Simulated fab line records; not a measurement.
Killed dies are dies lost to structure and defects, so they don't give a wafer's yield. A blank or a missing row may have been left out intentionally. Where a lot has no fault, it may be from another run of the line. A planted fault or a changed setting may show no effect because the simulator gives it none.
Struck lot and sound lot, side by side || flow nand_harc || 15 out of 1159 route steps
Sound: the wafers L894.1, L894.2, L894.3. Struck: wafers L905.3, L905.4, L905.5. The cause comes at the end.
At each step with rows: each side's tool, then ch and its chambers, then its first start. Under that, the readings that differ: sound wafers || struck wafers || difference of the means || sigmas: that difference in standard deviations of wafers without a fault.
alike: same words and numbers on both sides, and readings whose means sit less than 2 such deviations apart. not compared: any withheld reading, any reading some wafer has no value for, any bound like >300 that may hide the same value, and any number with overlapping values for which the record gives no deviation.
The two part at a step that has a row with sigmas, a row that says differs or no value, or rows on one side only. When numbers do not overlap yet have no deviation, they are printed without sigmas and do not part them. Lack of a reading on every wafer of one side parts them only where that side has two or more wafers.

NHARC_A_SGD_CUT_THK_MEAS_22: measures by ellipsometry.
  sound on film_metro-02, day 14 14:11; struck on film_metro-01, day 17 03:23
  alike: thk_nm
then, 2 steps without rows for these wafers: NHARC_A_SGD_CUT_SRD_23; NHARC_A_SGD_CUT_ETCH_26 (etches SiO2 in dHF, target depth 45.8 nm).
NHARC_A_SGD_CUT_ETCHBACK_24: etches the open film in CH3F/O2, target depth 50 nm, time 92.857 s.
  sound on rie_diel-01 ch 0,1,2, day 14 14:25; struck on rie_diel-01 ch 0,1,2, day 17 03:37
  alike: drypump_motor_current_A, oes_product_au, rf_vpp_V, showerhead_plenum_p_Torr, throttle_valve_pct
  not compared: rf_hours_counter_h
NHARC_A_SGD_CUT_STRIP_28: strips in O2, time 20 s.
  sound on rie_diel-01 ch 1,2,3; struck on rie_diel-01 ch 1,3
  alike: drypump_motor_current_A, oes_product_au, rf_vpp_V, showerhead_plenum_p_Torr, throttle_valve_pct
  not compared: rf_hours_counter_h
NHARC_A_SGD_CUT_INSPECT_25:
  sound on defect_inspect-01, day 14 14:40; struck on defect_inspect-01, day 17 03:51
  alike: raw_defect_count
NHARC_A_SLIT_DEP_25: deposits SiO2, target thk 200 nm.
  sound on pecvd-04 ch 0,1,2, day 14 14:44; struck on pecvd-02 ch 0,1, day 17 03:59
  alike: flow_sccm, heater_power_w, mfc_precursor_sccm, throttle_valve_pct
NHARC_A_SLIT_DEP_00: deposits aC, target thk 3200 nm.
  sound on acl_dep-02 ch 0, day 14 15:04; struck on acl_dep-03 ch 0, day 17 06:22
  alike: throttle_valve_pct
NHARC_A_SLIT_DEP_23: deposits SiON, target thk 100 nm.
  sound on pecvd-02 ch 0,1,2, day 14 17:04; struck on pecvd-04 ch 0,1, day 17 07:46
  alike: heater_power_w
then, 3 steps without rows for these wafers: NHARC_A_SLIT_DEHYDRATE_01 (time 120 s); NHARC_A_SLIT_HMDS_02 (time 30 s); NHARC_A_SLIT_COAT_03 (resist thk 90 nm).
NHARC_A_SLIT_SOFTBAKE_04: time 55 s.
  sound on litho_track-04 ch 0, day 14 17:00; struck on litho_track-01 ch 0, day 17 07:00
{"reading": "heater_power_total_W (W)", "sound": "188.43 188.64 188.50", "struck": "183.71 183.68 183.91", "difference": -4.76, "sigmas": -37}
following that, these wafers have no rows for 1 step: NHARC_A_SLIT_EBR_05.
NHARC_END_SORT_01:
  the record has rows for the sound wafers here (prober-02 ch 0, day 19 20:19) and none for the struck ones

WHERE THEY PART
First at NHARC_A_SLIT_SOFTBAKE_04; last, within this record, at NHARC_END_SORT_01.

WHY: what the simulator had put in
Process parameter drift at NHARC_A_SLIT_SOFTBAKE_04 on litho_track-01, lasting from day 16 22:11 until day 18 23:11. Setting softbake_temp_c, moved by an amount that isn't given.
